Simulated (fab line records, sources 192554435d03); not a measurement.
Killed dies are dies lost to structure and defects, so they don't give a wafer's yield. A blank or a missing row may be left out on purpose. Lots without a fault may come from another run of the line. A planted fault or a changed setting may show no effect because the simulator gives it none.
Chamber matching | flow n5_finfet | N5_BEOL_M3_ILD_DEP_00 on pecvd-02: 3 sister chambers
The step deposits SiOC from DEMS/O2, target thk 79 nm, time 15.3 s. 6 wafers are shown with their chamber, then 7 later ones without.

WAFERS WITH THEIR CHAMBER
wafer  | chamber | throttle_valve_pct (%) | showerhead_plenum_p_Torr (Torr)
L075.6 | 2       | 11.5                   | 5.709
L079.4 | 1       | 12.5                   | 5.697
L082.4 | 0       | 11.7                   | 5.712
L082.5 | 0       | 11.9                   | 5.711
L087.1 | 1       | 12.2                   | 5.686
L087.2 | 2       | 10.8                   | 5.725

WAFERS WITHOUT THEIR CHAMBER
wafer  | throttle_valve_pct (%) | showerhead_plenum_p_Torr (Torr)
L087.4 | 12.1                   | 5.695
L086.2 | 12.3                   | 5.695
L086.4 | 11.9                   | 5.716
L086.6 | 12.3                   | 5.705
L097.1 | 11.0                   | 5.726
L097.4 | 12.4                   | 5.699
L097.6 | 10.5                   | 5.692

WHICH CHAMBER EACH WENT THROUGH
wafer  | from the rows above     | in truth
L087.4 | can't be placed: 1 or 0 | 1
L086.2 | 1                       | 1
L086.4 | can't be placed: 0 or 2 | 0
L086.6 | can't be placed: 1 or 0 | 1
L097.1 | can't be placed: 2 or 0 | 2
L097.4 | can't be placed: 1 or 0 | 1
L097.6 | can't be placed: 2 or 0 | 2
Placed correctly: 1 of 7. Can't be placed from these rows: 6 (the true chamber is among the candidates in 6). Placed wrongly: 0.
How it was worked out, from the rows above alone: a wafer's distance from a chamber is the root of the sum, over the readings, of the square of ((its reading less the chamber's mean) divided by the reading's scatter). The wafer belongs to the nearest chamber; if the next one is less than 2 further off, it can't be placed. A chamber's mean is the mean of its shown wafers. The scatter: the root of (the sum of the squares of (reading less its chamber's mean) over the shown wafers, divided by (wafers less chambers)).
